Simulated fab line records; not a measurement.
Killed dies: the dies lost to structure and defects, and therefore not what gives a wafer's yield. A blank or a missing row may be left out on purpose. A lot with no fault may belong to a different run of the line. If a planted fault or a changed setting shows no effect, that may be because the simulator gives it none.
Chamber matching | flow n5_finfet | N5_SDB_DESCUM_16 on rie_diel-02 has 4 sister chambers
The step chemistry O2, time 7.9 s. 4 wafers are shown with their chamber, then 12 later ones without.

== WAFERS WITH THEIR CHAMBER ==
wafer  | chamber | drypump_motor_current_A (A)
L088.2 | 0       | 6.2
L089.1 | 1       | 5.9
L089.3 | 2       | 5.6
L089.4 | 3       | 6.5

== WAFERS WHOSE CHAMBER IS MISSING ==
wafer  | drypump_motor_current_A (A)
L090.2 | 5.6
L090.3 | 6.5
L090.5 | 5.9
L091.3 | 6.1
L091.4 | 6.5
L091.6 | 6.5
L094.1 | 5.6
L094.2 | 5.9
L094.3 | 6.5
L096.2 | 6.1
L096.3 | 6.5
L096.5 | 5.9

== WHICH CHAMBER EACH WENT THROUGH ==
wafer  | from the rows above | in truth
L090.2 | 2                   | 2
L090.3 | 3                   | 3
L090.5 | 1                   | 1
L091.3 | 0                   | 0
L091.4 | 3                   | 3
L091.6 | 3                   | 3
L094.1 | 2                   | 2
L094.2 | 1                   | 1
L094.3 | 3                   | 3
L096.2 | 0                   | 0
L096.3 | 3                   | 3
L096.5 | 1                   | 1
Correctly placed: 12 of 12. From these rows, 0 cannot be placed. 0 placed wrongly.
How it was worked out, from the rows above alone: a wafer's distance from a chamber is the root of the sum, over the readings, of the square of ((its reading less the chamber's mean) divided by the reading's scatter). If the next closest chamber is less than 2 further off than the closest, the wafer can't be placed; otherwise it belongs to the closest. The mean given for a chamber averages the wafers shown for that chamber. The scatter (one wafer shown for each chamber): square how far every hidden wafer sits from the nearest shown wafer, average those squares and take the square root.
